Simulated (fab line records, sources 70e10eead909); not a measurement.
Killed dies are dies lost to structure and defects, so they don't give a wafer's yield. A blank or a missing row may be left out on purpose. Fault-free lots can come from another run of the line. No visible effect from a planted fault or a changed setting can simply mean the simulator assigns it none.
A lot that was struck, set against a sound lot / flow nand harc / 24 out of 1302 route steps
Sound: these wafers, L224.2, L224.4, L224.6. Struck: wafers L239.1, L239.3, L239.6. Last of all comes the cause.
Order at every step that has rows: each side's tool, ch and its chambers, its first start. Under that, the readings that differ: sound wafers / struck wafers / difference of the means / sigmas: that difference in standard deviations of wafers without a fault.
alike: words and numbers the same on both sides, and readings whose means are apart by under 2 such deviations; not compared: readings that were withheld, readings missing a value for some wafer, numbers with overlapping values and no deviation given by the record, and bounds like >300 which may hide the same value.
The two part at a step that has a row with sigmas, a row that says differs or no value, or rows on one side only. When numbers do not overlap yet have no deviation, they are printed without sigmas and do not part them. A reading that every wafer of one side lacks parts them only if that side has two wafers or more.

first, 1 step without rows for these wafers: NHARC_P_M1_SRD_25.
NHARC_P_M1_INSPECT_27:
  struck on defect inspect-01, day 12 12:23; sound on defect inspect-02, day 6 08:57
  alike: raw defect count
NHARC_P_M1_PRE_CLEAN_32: time 12 s.
  sound on pecvd-01 ch 1,2, day 6 09:03; struck on pecvd-02 ch 0,2, day 12 12:27
  alike: heater power w, rf fwd power W
NHARC_P_M1_DEP_33: deposits SiCN, target thk 30 nm.
  sound on pecvd-01 ch 1,2, day 6 09:11; struck on pecvd-02 ch 0,2, day 12 12:31
  alike: heater power w, rf fwd power W, showerhead vpp V
then, 7 steps without rows for these wafers: NHARC_P_M2_DEP_00 (deposits SiOC, target thk 182.5 nm); NHARC_P_M2_DEHYDRATE_01 (time 120 s); NHARC_P_M2_HMDS_02 (time 30 s); NHARC_P_M2_COAT_34 (time 65 s); NHARC_P_M2_COAT_03 (resist thk 90 nm); NHARC_P_M2_SOFTBAKE_04 (time 55 s); NHARC_P_M2_EBR_05.
NHARC_P_M2_EXPOSE_06: exposes mask P M2, target cd 170 nm.
  sound on arfi scanner-02 ch 0, day 6 10:05; struck on arfi scanner-01 ch 0, day 12 13:29
reading=exposure dose mJ cm2; sound=80.79 80.82 80.81; struck=50.22 50.29 50.31; difference=-30.53; sigmas=-99 or more
  alike: mask, reticle temp C
then, 2 steps without rows for these wafers: NHARC_P_M2_PEB_07 (peb time 65 s); NHARC_P_M2_DEVELOP_08 (develop time 35 s).
NHARC_P_M2_CD_MEAS_09: the cd target is 170 nm.
  sound on cd sem-01 ch 0, day 6 10:13; struck on cd sem-01 ch 0, day 12 13:38
reading=cd nm (nm); sound=169.7 169.9 170.5; struck=141.9 141.4 142.4; difference=-28.1; sigmas=-56
NHARC_P_M2_OVL_MEAS_10: pitch 340 nm.
  struck on overlay-02, day 12 13:43; sound on overlay-01, day 6 10:19
reading=overlay y nm (nm); sound=-1.5 -1.3 -2.1; struck=0.1 0.1 0.5; difference=+1.9; sigmas=+2
  alike: overlay x nm
NHARC_P_M2_INSPECT_11:
  struck on defect inspect-02, day 12 13:45; sound on defect inspect-01, day 6 10:21
  alike: raw defect count
NHARC_P_M2_DESCUM_14: chemistry O2, time 3 s.
  sound on rie diel-10 ch 1,2,3, day 6 10:26; struck on rie diel-07 ch 0,1, day 12 13:49
reading=model.P_M2.cd nm (nm); sound=169.4 170 169.9; struck=141.6 141.9 143.7; difference=-27.4; sigmas=
  alike: drypump motor current A, oes product au, rf vpp V, showerhead plenum p Torr, throttle valve pct
  not compared: rf hours counter h
NHARC_P_M2_ETCH_35: etches the open film in N2/H2, target depth 40 nm, overetch 12 nm, time 43.94 s.
  sound on rie diel-10 ch 1,2, day 6 10:29; struck on rie diel-07 ch 0,2,3, day 12 13:55
reading=drypump motor current A (A); sound=4.8 5.8 4.8; struck=5.5 6.2 6.0; difference=+0.8; sigmas=+2
  alike: oes product au, rf fwd power W, rf vpp V, showerhead plenum p Torr, throttle valve pct
  not compared: rf hours counter h
NHARC_P_M2_ETCH_15: etches the open film in C4F8/Ar, target depth 182.5 nm, time 91.2 s.
  sound on rie diel-10 ch 0,1,3; struck on rie diel-07 ch 2,3
  alike: oes product au, rf fwd power W, rf vpp V
  not compared: rf hours counter h
NHARC_P_M2_CD_MEAS_16:
  struck on cd sem-02, day 12 14:07; sound on cd sem-02, day 6 10:43
reading=cd nm (nm); sound=169.5 169.4 169.7; struck=141.9 141.4 143.8; difference=-27.2; sigmas=-34
NHARC_P_M2_STRIP_18: strips in N2/H2.
  sound on rie diel-07 ch 0,1,2, day 6 10:49; struck on rie diel-09 ch 0,2,3, day 12 14:13
  alike: drypump motor current A, oes product au, rf fwd power W, rf vpp V, showerhead plenum p Torr, throttle valve pct
  not compared: rf hours counter h
NHARC_P_M2_ETCH_28: etches the open film in CF4/N2, target depth 30 nm, time 72.99 s.
  sound on rie diel-07 ch 0,3; struck on rie diel-09 ch 0,3
reading=model.P_M2.cd nm (nm); sound=169.8 170.1 171; struck=141 141.4 143.5; difference=-28; sigmas=
  alike: drypump motor current A, oes product au, rf fwd power W, rf vpp V, showerhead plenum p Torr, throttle valve pct
  not compared: rf hours counter h
then, 1 step without rows for these wafers: NHARC_P_M2_STRIP_19 (strips in post etch residue remover, time 600 s).

WHERE THEY PART
Earliest at NHARC_P_M2_EXPOSE_06; latest, in this record, at NHARC_P_M2_CD_MEAS_16. Later steps at which nothing parts them and some readings are alike: NHARC_P_M2_STRIP_18, NHARC_P_M2_ETCH_28.

WHY: what had been put in by the simulator
Process parameter drift: arfi scanner-01, from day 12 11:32 on, at NHARC_P_M2_EXPOSE_06. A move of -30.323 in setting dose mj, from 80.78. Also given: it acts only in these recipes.
